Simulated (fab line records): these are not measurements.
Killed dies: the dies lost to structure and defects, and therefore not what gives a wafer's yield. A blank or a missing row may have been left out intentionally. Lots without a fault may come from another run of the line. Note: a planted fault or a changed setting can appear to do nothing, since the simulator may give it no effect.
fab line records	flow nandHarc
[record] lots = 24	wafers = 72	lastDay = 24
route steps=1159 shown A_STAIRCASE@740 A_SLIT@793 A_CONTACT@865 A_M0@1009
lots with no fault: from the same line, run without faults
startH: the number of hours between the record's first day and the start of the first shown wafer of the lot	waitH: hours from the lot's prior step to this one	" as in the row above	L1.1+2: a single row standing in for several wafers	- no value, or no start was given	* or withheld: withheld	< > ~ a bound
route shown NAME@n: names a module that has steps shown in the file, with the first one's number in the route	usual: mean/standard deviation of fault-free wafers	same: alike in all rows	chamber/n: place in a boat	sites: the reading at each site	_std_site: the values' standard deviation	_edge_site: outer sites' mean less inner sites'	radiusMm: how far each site lies from the wafer's centre	mask NAME#n: copy n	behind: tool/chamber where the wafer was last shaped	hold: why the lot was held/for how many hours/how that ended	device: transistor that didn't switch, given as n, p or np	end of line: at the end of the route, the tests of the same wafers	where a step has no rows: the recipe by itself	killed: dies that structure and defects cost at the first sort, which is not the same as the wafer's yield	map: a wafer's dies, marking killed ones x, the rest . and places with no die _
set.NAME: setting as actually run; set.NAME@STEP: the setting as run at that earlier step	model.NAME: the simulator's own value behind a step, which no gauge read
route steps across a sampled set of lots; one table per step, one row per wafer
services: the hour from which a tool's chamber was out of use, counted from the record's first day as startH (under 0 if before that day), plus the number of hours and why
[[steps]]
[step NHARC_A_STAIRCASE_ETCHBACK_157]
[recipe] targetDepthA = 900	overEtchFrac = 0.3	timeS = 167.14	ionEnergyEv = 120	ch3fFlowSccm = 50	o2FlowSccm = 30	arFlowSccm = 200	rfW = 500	biasW = 100	chemistry = CH3F/O2
[usual] drypumpMotorCurrentA = 5.6/0.51	oesProductAu = 0.97/0.034	rfVppV = 244.1/2	showerheadPlenumPTorr = 2.44/0.13	throttleValvePct = 20.663/0.0091
lot.wafer	tool	chamber	startH	waitH	drypumpMotorCurrentA	oesProductAu	rfHoursCounterH	rfVppV	showerheadPlenumPTorr	throttleValvePct
L075.3	rieDiel-01	3	312.91	0.1	6.2	1.00	58	247.4	2.57	20.659
L075.4	"	1	"	"	5.7	1.00	58	244.5	2.49	20.658
L075.5	"	3	"	"	6.3	1.00	-	245.7	2.57	20.673
L074.3	rieDiel-01	3	313.10	0.2	6.3	0.92	58	246.7	2.57	20.675
L074.2	"	1	"	"	5.7	0.92	58	244.6	2.49	20.651
L074.6	"	2	"	"	6.7	0.92	-	246.6	2.45	20.666
L076.2	rieDiel-01	0	313.58	0.2	6.3	0.93	58	243.1	2.29	20.649
L076.5	"	0	"	"	6.4	0.92	-	242.5	2.29	20.671
L076.6	"	1	"	"	5.7	0.93	-	244.7	2.49	20.661
L080.1	rieDiel-10	2	331.40	0.2	5.3	0.98	55	243.8	2.32	20.673
L080.6	"	1	"	"	5.8	0.99	-	241.4	2.31	20.659
L080.5	"	2	"	"	5.3	1.00	-	242.9	2.32	20.656
L077.3	rieDiel-12	1	331.43	0.2	5.2	0.93	45	246.8	2.57	20.678
L077.6	"	1	"	"	5.2	0.93	-	245.8	2.57	20.682
L077.5	"	2	"	"	4.8	0.92	-	244.3	2.29	20.653
L078.4	rieDiel-10	0	331.66	0.1	5.6	0.98	56	243.4	2.39	20.667
L078.3	"	1	"	"	5.9	0.98	57	242.2	2.31	20.650
L078.5	"	0	"	"	5.6	0.98	-	242.3	2.39	20.651
L079.2	rieDiel-01	3	332.61	0.2	6.2	0.99	4	245.7	2.57	20.672
L079.3	"	0	"	"	6.4	1.00	5	241.6	2.28	20.663
L079.6	"	3	"	"	6.2	1.00	-	243.8	2.57	20.672
L081.1	rieDiel-12	0	345.11	0.2	5.6	1.00	54	247.3	2.64	20.671
L081.2	"	1	"	"	5.2	1.01	52	246.1	2.57	20.678
L081.6	"	3	"	"	5.3	1.00	-	246.1	2.64	20.659
L083.3	rieDiel-12	3	356.29	0.2	5.4	0.94	54	246.1	2.64	20.645
L083.2	"	0	"	"	5.6	0.93	58	248.6	2.64	20.649
L083.4	"	2	"	"	4.9	0.92	52	241.2	2.28	20.667
L082.4	rieDiel-01	3	356.67	0.1	6.3	1.00	15	245.8	2.56	20.662
L082.2	"	2	"	"	6.6	1.00	15	245.2	2.45	20.671
L082.6	"	0	"	"	6.3	0.99	-	241.8	2.28	20.665
L084.1	rieDiel-10	3	368.66	0.2	5.0	0.99	2	243.5	2.41	20.668
L084.6	"	3	"	"	5.0	0.99	-	243.0	2.41	20.659
L084.5	"	1	"	"	5.9	1.00	-	242.9	2.30	20.664
L086.3	rieDiel-10	1	382.32	0.3	5.9	0.99	8	242.2	2.30	20.654
L086.2	"	2	"	"	5.3	1.00	8	241.5	2.31	20.658
L086.5	"	0	"	"	5.6	1.00	-	241.5	2.38	20.668
L085.1	rieDiel-10	2	382.46	0.3	5.3	1.02	8	241.5	2.31	20.650
L085.5	"	0	"	"	5.6	1.01	-	243.7	2.38	20.658
L085.6	"	1	"	"	5.8	1.00	-	240.7	2.30	20.661
L087.3	rieDiel-10	1	382.57	0.1	5.9	0.99	8	242.4	2.30	20.647
L087.2	"	2	"	"	5.3	1.01	8	242.2	2.31	20.660
L087.5	"	2	"	"	5.3	1.00	-	243.4	2.31	20.674
L089.2	rieDiel-12	3	398.69	0.2	5.4	1.01	4	247.1	2.63	20.661
L089.3	"	1	"	"	5.2	1.01	3	245.4	2.56	20.666
L089.5	"	3	"	"	5.4	1.02	-	246.4	2.63	20.670
L088.2	rieDiel-01	1	398.82	0.2	5.7	0.94	33	244.9	2.47	20.676
L088.4	"	2	"	"	6.6	0.92	32	243.2	2.44	20.658
L088.5	"	0	"	"	6.4	0.92	-	241.1	2.27	20.678
L090.3	rieDiel-12	1	403.55	0.2	5.2	1.00	5	245.8	2.56	20.662
L090.1	"	2	"	"	4.8	1.01	5	247.8	2.66	20.665
L090.5	"	1	"	"	5.2	0.99	-	247.6	2.56	20.671
L091.1	rieDiel-01	3	403.76	0.2	6.3	1.00	36	246.8	2.55	20.667
L091.6	"	0	"	"	6.4	0.99	-	242.6	2.27	20.668
L091.5	"	1	"	"	5.7	1.01	-	244.5	2.47	20.673
L092.1	rieDiel-10	3	408.69	0.1	5.0	0.93	15	242.6	2.41	20.673
L092.4	"	1	"	"	5.8	0.92	17	242.2	2.30	20.655
L092.6	"	3	"	"	5.0	0.93	-	242.9	2.41	20.658
L093.2	rieDiel-10	3	409.04	0.2	5.0	0.99	15	242.1	2.41	20.662
L093.3	"	0	"	"	5.6	1.01	15	242.4	2.38	20.663
L093.6	"	3	"	"	5.0	1.00	-	244.2	2.41	20.659
L095.3	rieDiel-10	1	419.50	0.1	5.9	0.99	21	242.1	2.30	20.665
L095.5	"	1	"	"	5.9	0.99	-	242.0	2.30	20.669
L095.6	"	2	"	"	5.3	1.00	-	242.9	2.31	20.665
L094.3	rieDiel-10	3	419.92	0.1	5.0	0.93	20	242.7	2.40	20.673
L094.1	"	1	"	"	5.9	0.92	21	243.1	2.30	20.646
L094.5	"	3	"	"	5.0	0.92	-	243.6	2.40	20.686
L096.3	rieDiel-12	3	420.11	0.2	5.4	0.99	10	245.6	2.63	20.648
L096.2	"	0	"	"	5.6	1.01	12	245.4	2.63	20.671
L096.1	"	1	"	"	5.2	1.00	13	245.4	2.56	20.658
L097.2	rieDiel-12	3	454.12	0.2	5.4	0.93	21	245.8	2.63	20.660
L097.3	"	1	"	"	5.2	0.93	24	245.9	2.55	20.661
L097.5	"	2	"	"	4.9	0.93	-	246.2	2.65	20.657
[step NHARC_A_SLIT_DESCUM_14]
[recipe] timeS = 3	o2FlowSccm = 200	arFlowSccm = 0	biasPowerW = 0	chemistry = O2
[usual] drypumpMotorCurrentA = 5.5/0.65	oesProductAu = 1.000/0.0073	rfVppV = 58.1/0.82	showerheadPlenumPTorr = 1.96/0.069	throttleValvePct = 11.311/0.0088
lot.wafer	tool	chamber	startH	waitH	drypumpMotorCurrentA	oesProductAu	rfHoursCounterH	rfVppV	showerheadPlenumPTorr	throttleValvePct
L076.2	rieDiel-09	3	325.85	0.1	4.7	1.020	6	58.0	1.94	11.315
L076.5	"	3	"	"	4.7	0.996	-	57.7	1.94	11.302
L076.6	"	0	"	"	5.1	1.003	-	57.8	2.04	11.302
L075.3	rieDiel-13	2	326.03	0.1	5.2	0.996	2	58.1	2.00	11.324
L075.4	"	3	"	"	6.5	0.991	2	59.3	1.98	11.310
L075.5	"	2	"	"	5.2	1.012	-	59.0	2.00	11.331
L074.3	rieDiel-13	0	327.41	0.1	4.8	0.995	3	56.2	1.84	11.318
L074.2	"	1	"	"	6.8	1.004	2	57.9	1.98	11.300
L074.6	"	3	"	"	6.5	0.992	-	59.2	1.98	11.306
L079.2	rieDiel-13	1	342.84	0.1	6.8	1.003	3	57.7	1.98	11.316
L079.3	"	3	"	"	6.5	1.000	4	59.4	1.98	11.320
L079.6	"	2	"	"	5.2	1.003	-	58.0	2.00	11.315
L078.4	rieDiel-06	3	344.17	0.1	5.0	1.000	5	58.3	1.94	11.318
L078.3	"	0	"	"	5.9	1.001	5	59.1	1.98	11.319
L078.5	"	2	"	"	5.6	0.989	-	58.4	2.06	11.307
L080.1	rieDiel-09	1	344.35	0.1	5.8	1.011	6	57.2	1.85	11.324
L080.5	"	3	"	"	4.7	1.001	-	59.1	1.94	11.298
L080.6	"	0	"	"	5.1	1.004	-	57.8	2.04	11.303
L077.3	rieDiel-06	0	344.79	0.1	5.9	0.997	5	58.1	1.98	11.302
L077.5	"	3	"	"	5.0	0.996	-	58.1	1.93	11.307
L077.6	"	0	"	"	5.9	0.992	-	56.5	1.98	11.293
L081.1	rieDiel-06	3	361.67	0.1	5.0	0.998	7	57.9	1.93	11.308
L081.2	"	0	"	"	5.9	1.002	7	57.9	1.98	11.298
L081.6	"	3	"	"	5.0	0.997	-	58.3	1.93	11.309
L083.4	rieDiel-13	3	369.19	0.1	6.5	1.005	6	58.7	1.98	11.310
L083.3	"	1	"	"	6.8	0.994	5	59.0	1.98	11.305
L083.2	"	2	"	"	5.2	1.002	5	59.6	2.00	11.328
L082.4	rieDiel-09	3	369.56	0.1	4.7	1.000	9	57.3	1.94	11.317
L082.2	"	2	"	"	5.4	0.989	10	57.4	1.84	11.305
L082.6	"	3	"	"	4.7	0.988	-	57.7	1.94	11.317
L084.1	rieDiel-09	0	380.37	0.1	5.1	1.005	8	57.5	2.04	11.290
L084.6	"	2	"	"	5.4	1.001	-	58.4	1.84	11.308
L084.5	"	3	"	"	4.7	1.007	-	58.1	1.94	11.307
L087.2	rieDiel-13	1	394.09	0.1	6.8	1.010	7	58.7	1.98	11.306
L087.3	"	0	"	"	4.8	1.002	7	57.7	1.84	11.311
L087.5	"	2	"	"	5.2	1.011	-	57.8	2.00	11.301
L085.1	rieDiel-06	2	394.26	0.1	5.6	0.999	9	58.2	2.06	11.303
L085.5	"	2	"	"	5.6	0.999	-	58.5	2.06	11.321
L085.6	"	3	"	"	5.0	0.997	-	59.0	1.93	11.314
L086.3	rieDiel-09	3	394.88	0.1	4.7	0.987	11	57.3	1.94	11.309
L086.2	"	0	"	"	5.1	1.007	10	59.0	2.04	11.292
L086.5	"	3	"	"	4.7	0.987	-	57.5	1.94	11.308
L089.3	rieDiel-13	2	410.35	0.1	5.2	1.011	8	57.6	2.00	11.323
L089.2	"	3	"	"	6.5	1.013	8	59.6	1.98	11.331
L089.5	"	2	"	"	5.2	1.009	-	57.8	2.00	11.312
L088.2	rieDiel-09	0	410.74	0.1	5.1	1.008	11	56.9	2.03	11.319
L088.4	"	1	"	"	5.7	1.000	12	57.5	1.85	11.301
L088.5	"	0	"	"	5.1	1.001	-	59.3	2.04	11.315
L091.1	rieDiel-06	2	416.35	0.1	5.6	1.006	11	57.9	2.06	11.312
L091.6	"	2	"	"	5.6	1.000	-	59.3	2.06	11.308
L091.5	"	3	"	"	5.0	1.008	-	59.0	1.93	11.305
L090.1	rieDiel-09	3	416.49	0.1	4.7	0.989	14	58.3	1.94	11.318
L090.3	"	1	"	"	5.8	0.999	12	57.6	1.85	11.310
L090.5	"	3	"	"	4.7	0.983	-	57.5	1.94	11.318
L092.1	rieDiel-13	2	421.42	0.1	5.2	0.990	9	56.6	2.00	11.309
L092.4	"	0	"	"	4.8	1.000	9	57.8	1.84	11.321
L092.6	"	1	"	"	6.8	1.004	-	57.6	1.98	11.308
L093.3	rieDiel-09	1	421.57	0.1	5.7	0.997	13	56.7	1.85	11.306
L093.2	"	3	"	"	4.7	0.999	14	58.7	1.94	11.310
L093.6	"	0	"	"	5.1	1.011	-	56.5	2.03	11.309
L094.3	rieDiel-06	0	434.23	0.1	6.0	0.992	1	58.6	1.98	11.331
L094.1	"	1	"	"	6.2	1.004	0	57.1	2.00	11.306
L094.5	"	3	"	"	5.0	1.003	-	57.9	1.93	11.312
L095.3	rieDiel-06	3	434.85	0.1	5.0	0.996	1	57.0	1.93	11.299
L095.6	"	3	"	"	5.0	0.999	-	58.5	1.93	11.319
L095.5	"	0	"	"	5.9	0.995	-	58.7	1.98	11.305
L096.1	rieDiel-13	2	435.23	0.1	5.2	1.006	10	59.2	2.00	11.305
L096.2	"	0	"	"	4.8	0.997	10	58.3	1.84	11.311
L096.3	"	1	"	"	6.8	0.995	10	59.2	1.98	11.310
L097.2	rieDiel-09	3	465.28	0.1	4.7	1.000	2	57.7	1.94	11.322
L097.3	"	0	"	"	5.1	1.000	2	56.9	2.03	11.315
L097.5	"	2	"	"	5.4	0.996	-	58.6	1.84	11.320
[step NHARC_A_CONTACT_ETCH_114]
[recipe] sourceW = withheld	pressureMtorr = 20	biasV = 3000	timeS = 94	targetDepthA = 9220	arFlowSccm = withheld	c4f8FlowSccm = withheld	o2FlowSccm = withheld	chemistry = C4F8/O2/Ar
lot.wafer	tool	chamber	startH	waitH	rfHoursCounterH
L075.3	harCapEtch-01	1	372.32	0.1	-
L075.4	"	0	"	"	-
L075.5	"	1	"	"	-
L076.2	harCapEtch-02	1	372.95	0.1	11
L076.6	"	0	"	"	-
L076.5	"	1	"	"	-
L074.2	harCapEtch-01	1	376.45	0.1	55
L074.3	"	0	"	"	-
L074.6	"	1	"	"	-
L079.2	harCapEtch-02	1	385.60	0.1	13
L079.3	"	0	"	"	-
L079.6	"	0	"	"	-
L078.4	harCapEtch-03	1	387.79	0.1	-
L078.3	"	0	"	"	-
L078.5	"	0	"	"	-
L080.1	harCapEtch-01	1	390.22	0.1	58
L080.6	"	1	"	"	-
L080.5	"	0	"	"	-
L077.3	harCapEtch-02	1	397.77	0.1	-
L077.6	"	0	"	"	-
L077.5	"	1	"	"	-
L081.1	harCapEtch-02	1	408.25	0.1	17
L081.2	"	0	"	"	17
L081.6	"	1	"	"	-
L083.2	harCapEtch-02	0	420.60	0.1	18
L083.4	"	1	"	"	-
L083.3	"	0	"	"	-
L082.2	harCapEtch-03	0	420.64	0.1	94
L082.4	"	0	"	"	-
L082.6	"	0	"	"	-
L084.1	harCapEtch-01	0	429.77	0.1	64
L084.5	"	0	"	"	-
L084.6	"	1	"	"	-
L086.2	harCapEtch-02	0	447.73	0.1	22
L086.3	"	1	"	"	-
L086.5	"	1	"	"	-
L085.1	harCapEtch-01	0	448.58	0.1	67
L085.5	"	1	"	"	-
L085.6	"	0	"	"	-
L087.2	harCapEtch-03	1	453.62	0.1	98
L087.3	"	1	"	"	-
L087.5	"	0	"	"	-
L091.1	harCapEtch-01	0	460.94	0.1	69
L091.6	"	1	"	"	-
L091.5	"	0	"	"	-
L090.1	harCapEtch-01	0	463.64	0.1	71
L090.3	"	1	"	"	-
L090.5	"	0	"	"	-
L089.2	harCapEtch-02	1	467.10	0.1	25
L089.3	"	0	"	"	-
L089.5	"	1	"	"	-
L088.2	harCapEtch-01	1	469.05	0.1	72
L088.4	"	1	"	"	-
L088.5	"	1	"	"	-
L093.2	harCapEtch-03	1	472.01	0.1	102
L093.3	"	0	"	"	-
L093.6	"	1	"	"	-
L092.1	harCapEtch-02	0	475.79	0.1	27
L092.4	"	0	"	"	-
L092.6	"	0	"	"	-
L094.1	harCapEtch-03	1	478.00	0.1	105
L094.3	"	1	"	"	-
L094.5	"	0	"	"	-
L096.1	harCapEtch-02	1	478.86	0.1	29
L096.2	"	0	"	"	29
L096.3	"	0	"	"	-
L095.3	harCapEtch-01	1	485.35	0.1	-
L095.6	"	0	"	"	-
L095.5	"	1	"	"	-
L097.2	harCapEtch-03	0	511.71	0.1	111
L097.3	"	0	"	"	-
L097.5	"	0	"	"	-
[step NHARC_A_CONTACT_DEP_57]
[recipe] targetThkA = 28000	tempC = 400	material = aC
[usual] susceptorTempC = 399.94/0.25	throttleValvePct = 35.001/0.0089
lot.wafer	tool	chamber	startH	waitH	susceptorTempC	throttleValvePct
L075.3	aclDep-03	0	375.55	-	-	35.023
L075.4	"	0	"	"	-	34.989
L075.5	"	0	"	"	-	34.997
L076.2	aclDep-02	0	375.98	-	-	34.985
L076.5	"	0	"	"	-	34.992
L076.6	"	0	"	"	-	35.015
L074.2	aclDep-03	0	380.74	-	399.94	35.009
L074.3	"	0	"	"	399.61	35.001
L074.6	"	0	"	"	399.77	35.001
L079.2	aclDep-01	0	388.96	-	-	35.007
L079.3	"	0	"	"	-	34.993
L079.6	"	0	"	"	-	34.995
L078.3	aclDep-03	0	390.91	-	-	35.009
L078.4	"	0	"	"	-	35.001
L078.5	"	0	"	"	-	35.010
L080.1	aclDep-03	0	393.99	-	-	35.003
L080.5	"	0	395.11	-	-	34.985
L080.6	"	0	"	"	-	34.992
L077.3	aclDep-01	0	402.18	-	-	35.010
L077.5	"	0	"	"	-	34.991
L077.6	"	0	"	"	-	34.994
L081.1	aclDep-02	0	411.22	-	399.95	34.996
L081.2	"	0	"	"	400.17	35.005
L081.6	"	0	412.66	-	400.48	35.001
L082.2	aclDep-03	0	423.52	-	399.87	35.011
L082.4	"	0	"	"	399.98	35.015
L082.6	"	0	"	"	400.02	35.024
L083.2	aclDep-02	0	423.97	-	399.93	35.010
L083.3	"	0	"	"	399.69	35.017
L083.4	"	0	"	"	399.79	34.983
L084.1	aclDep-02	0	433.33	-	399.77	35.008
L084.5	"	0	434.49	-	399.96	34.990
L084.6	"	0	"	"	400.08	35.005
L086.2	aclDep-01	0	451.19	-	399.96	35.005
L086.3	"	0	"	"	399.82	34.999
L086.5	"	0	"	"	400.27	34.993
L085.1	aclDep-03	0	451.23	-	400.04	35.014
L085.5	"	0	452.38	-	399.91	35.001
L085.6	"	0	"	"	399.94	35.024
L087.2	aclDep-03	0	456.59	-	399.68	35.009
L087.3	"	0	"	"	400.14	34.997
L087.5	"	0	"	"	399.88	35.007
L091.1	aclDep-02	0	466.26	-	400.03	35.001
L091.5	"	0	467.42	-	400.28	35.001
L091.6	"	0	"	"	400.26	34.996
L090.1	aclDep-01	0	469.30	-	400.39	34.993
L090.3	"	0	"	"	400.36	35.009
L090.5	"	0	"	"	399.84	35.007
L089.2	aclDep-01	0	471.31	-	400.44	34.985
L089.3	"	0	"	"	400.10	34.994
L089.5	"	0	"	"	399.84	34.997
L088.2	aclDep-02	0	471.95	-	399.73	35.007
L088.4	"	0	"	"	399.72	34.997
L088.5	"	0	"	"	399.57	34.999
L093.2	aclDep-03	0	477.61	-	400.13	35.011
L093.3	"	0	"	"	400.16	34.998
L093.6	"	0	"	"	400.33	35.004
L092.1	aclDep-03	0	484.37	-	399.68	35.004
L092.4	"	0	"	"	399.66	35.005
L092.6	"	0	"	"	399.36	34.986
L094.1	aclDep-02	0	486.81	-	399.78	34.992
L094.3	"	0	"	"	399.80	35.014
L094.5	"	0	"	"	399.87	35.013
L096.1	aclDep-01	0	488.26	-	399.86	35.003
L096.2	"	0	"	"	399.94	35.008
L096.3	"	0	"	"	399.89	35.004
L095.3	aclDep-02	0	492.34	-	399.84	34.992
L095.5	"	0	"	"	399.76	35.000
L095.6	"	0	"	"	399.89	35.007
L097.2	aclDep-01	0	514.58	-	-	34.994
L097.3	"	0	"	"	-	34.987
L097.5	"	0	"	"	-	35.003
[step NHARC_A_CONTACT_INSPECT_23]
[usual] rawDefectCount = 430/130
lot.wafer	tool	chamber	startH	waitH	rawDefectCount
L076.2	defectInspect-02	-	396.31	0.1	527
L076.5	"	-	"	"	267
L076.6	"	-	"	"	364
L075.3	defectInspect-02	-	396.93	0.1	506
L075.4	"	-	"	"	603
L075.5	"	-	"	"	374
L074.2	defectInspect-02	-	400.46	0.1	293
L074.3	"	-	"	"	244
L074.6	"	-	"	"	285
L079.2	defectInspect-01	-	403.15	0.1	454
L079.3	"	-	"	"	476
L079.6	"	-	"	"	383
L078.3	defectInspect-02	-	406.44	0.1	320
L078.4	"	-	"	"	298
L078.5	"	-	"	"	331
L080.1	defectInspect-02	-	410.18	0.1	438
L080.5	"	-	"	"	382
L080.6	"	-	"	"	355
L077.3	defectInspect-01	-	418.48	0.1	411
L077.5	"	-	"	"	393
L077.6	"	-	"	"	562
L081.1	defectInspect-01	-	425.33	0.1	432
L081.2	"	-	"	"	346
L081.6	"	-	"	"	403
L082.2	defectInspect-01	-	442.24	0.1	368
L082.4	"	-	"	"	352
L082.6	"	-	"	"	363
L083.2	defectInspect-01	-	442.99	0.1	423
L083.3	"	-	"	"	285
L083.4	"	-	"	"	346
L084.1	defectInspect-01	-	447.49	0.1	660
L084.5	"	-	"	"	500
L084.6	"	-	"	"	340
L085.1	defectInspect-02	-	465.71	0.1	458
L085.5	"	-	"	"	311
L085.6	"	-	"	"	381
L086.2	defectInspect-01	-	466.38	0.1	393
L086.3	"	-	"	"	282
L086.5	"	-	"	"	422
L087.2	defectInspect-02	-	472.39	0.1	638
L087.3	"	-	"	"	619
L087.5	"	-	"	"	561
L091.1	defectInspect-02	-	489.60	0.1	341
L091.5	"	-	"	"	243
L091.6	"	-	"	"	419
L090.1	defectInspect-01	-	490.34	0.1	465
L090.3	"	-	"	"	430
L090.5	"	-	"	"	359
L089.2	defectInspect-01	-	491.09	0.1	671
L089.3	"	-	"	"	538
L089.5	"	-	"	"	779
L088.2	defectInspect-01	-	493.90	0.1	471
L088.4	"	-	"	"	253
L088.5	"	-	"	"	336
L093.2	defectInspect-02	-	495.65	0.1	367
L093.3	"	-	"	"	375
L093.6	"	-	"	"	358
L092.1	defectInspect-01	-	504.49	0.1	619
L092.4	"	-	"	"	343
L092.6	"	-	"	"	475
L094.1	defectInspect-02	-	504.52	0.1	411
L094.3	"	-	"	"	421
L094.5	"	-	"	"	531
L096.1	defectInspect-01	-	505.20	0.1	381
L096.2	"	-	"	"	487
L096.3	"	-	"	"	426
L095.3	defectInspect-01	-	513.81	0.1	322
L095.5	"	-	"	"	509
L095.6	"	-	"	"	266
L097.2	defectInspect-01	-	537.32	0.1	684
L097.3	"	-	"	"	489
L097.5	"	-	"	"	500
[step NHARC_A_M0_ETCH_15]
[recipe] targetDepthA = 1500	overetchA = 150	timeS = 82.5	c4f8FlowSccm = withheld	arFlowSccm = 400	rfW = 600	biasW = 300	chemistry = C4F8/Ar
[usual] oesProductAu = 0.954/0.019	rfVppV = 441.7/2.4
lot.wafer	tool	chamber	startH	waitH	oesProductAu	rfHoursCounterH	rfVppV
L076.2	rieDiel-06	0	-	-	0.967	10	443.8
L076.5	"	0	"	"	0.970	-	442.8
L076.6	"	1	"	"	0.962	-	443.7
L075.3	rieDiel-02	3	-	-	0.973	4	440.2
L075.4	"	0	"	"	0.989	5	438.6
L075.5	"	2	"	"	0.947	-	441.6
L074.3	rieDiel-06	1	-	-	0.963	11	443.9
L074.2	"	2	"	"	0.960	11	444.2
L074.6	"	1	"	"	0.959	-	443.7
L079.3	rieDiel-06	0	-	-	0.956	11	443.5
L079.2	"	3	"	"	0.957	10	441.8
L079.6	"	0	"	"	0.962	-	444.2
L078.4	rieDiel-06	2	-	-	0.912	11	445.2
L078.3	"	3	"	"	0.916	11	442.0
L078.5	"	2	"	"	0.924	-	444.4
L080.1	rieDiel-13	0	-	-	0.922	9	438.4
L080.5	"	1	"	"	0.931	-	443.2
L080.6	"	2	"	"	0.926	-	444.0
L077.3	rieDiel-02	0	-	-	0.938	6	437.3
L077.6	"	1	"	"	0.936	-	438.0
L077.5	"	2	"	"	0.927	-	440.9
L081.1	rieDiel-13	0	-	-	0.922	10	437.9
L081.2	"	2	"	"	0.931	10	444.7
L081.6	"	1	"	"	0.927	-	443.1
L082.2	rieDiel-06	3	-	-	0.958	2	439.6
L082.4	"	1	"	"	0.960	-	443.6
L082.6	"	0	"	"	0.938	-	442.0
L083.3	rieDiel-06	1	-	-	0.953	2	442.9
L083.2	"	3	"	"	0.960	2	439.7
L083.4	"	3	"	"	0.970	-	442.5
L084.1	rieDiel-06	1	-	-	0.957	2	442.0
L084.6	"	2	"	"	0.973	-	445.5
L084.5	"	3	"	"	0.947	-	440.2
L085.1	rieDiel-02	2	-	-	0.956	9	440.7
L085.6	"	2	"	"	0.950	-	440.9
L085.5	"	3	"	"	0.980	-	440.0
L086.3	rieDiel-06	2	-	-	0.973	2	446.0
L086.2	"	0	"	"	0.962	3	443.0
L086.5	"	3	"	"	0.967	-	442.4
L087.3	rieDiel-02	2	-	-	0.922	10	440.7
L087.2	"	3	"	"	0.924	10	440.3
L087.5	"	2	"	"	0.923	-	439.5
L091.1	rieDiel-02	1	-	-	0.932	11	437.2
L091.6	"	0	"	"	0.930	-	438.2
L091.5	"	3	"	"	0.940	-	438.6
L090.3	rieDiel-13	2	-	-	0.952	3	443.4
L090.1	"	0	"	"	0.952	3	438.5
L090.5	"	0	"	"	0.951	-	438.0
L089.2	rieDiel-06	3	-	-	0.941	4	439.1
L089.3	"	0	"	"	0.933	4	443.2
L089.5	"	3	"	"	0.940	-	440.2
L088.2	rieDiel-06	2	-	-	0.984	3	443.8
L088.4	"	0	"	"	0.950	5	443.8
L088.5	"	2	"	"	0.975	-	445.0
L093.3	rieDiel-13	1	-	-	0.973	3	441.9
L093.2	"	3	"	"	0.977	2	444.4
L093.6	"	1	"	"	0.967	-	444.7
L092.1	rieDiel-06	2	-	-	0.969	5	446.3
L092.4	"	3	"	"	0.968	6	440.9
L092.6	"	2	"	"	0.975	-	445.1
L094.3	rieDiel-13	1	-	-	0.974	5	443.7
L094.1	"	3	"	"	0.995	4	443.0
L094.5	"	0	"	"	0.964	-	439.2
L096.1	rieDiel-13	3	-	-	0.971	4	441.7
L096.3	"	0	"	"	0.956	4	439.1
L096.2	"	1	"	"	0.976	5	443.2
L095.3	rieDiel-13	2	-	-	0.984	5	442.3
L095.5	"	1	"	"	0.963	-	442.2
L095.6	"	2	"	"	0.983	-	441.9
L097.2	rieDiel-02	3	-	-	0.954	2	439.9
L097.3	"	0	"	"	0.955	2	436.2
L097.5	"	3	"	"	0.953	-	439.5
[[services]]
tool	chamber	startH	hours	kind
rieDiel-06	0	294.43	1.8	repair
harCapEtch-02	-	306.45	17.0	pm
harCapEtch-01	-	338.04	0.3	repair
rieDiel-06	0	346.22	3.0	repair
aclDep-02	-	349.86	13.0	pm
rieDiel-10	-	354.21	9.0	pm
rieDiel-13	-	362.67	0.1	repair
rieDiel-10	0	368.20	1.4	repair
rieDiel-06	3	375.71	1.8	repair
aclDep-03	-	405.00	13.0	pm
rieDiel-06	-	418.20	9.0	pm
rieDiel-10	2	425.16	2.2	repair
rieDiel-09	3	425.47	5.0	repair
rieDiel-09	-	431.22	9.0	pm
harCapEtch-02	-	439.59	0.3	repair
harCapEtch-01	-	440.34	0.3	repair
rieDiel-09	2	441.12	9.9	repair
rieDiel-06	2	441.79	7.6	repair
rieDiel-10	2	445.18	28.2	repair
rieDiel-13	-	453.00	9.0	pm
rieDiel-09	3	484.34	11.3	repair
rieDiel-13	3	490.21	6.1	repair
rieDiel-09	1	529.08	33.6	repair
rieDiel-10	-	531.23	9.0	pm
[[key]]
fault none
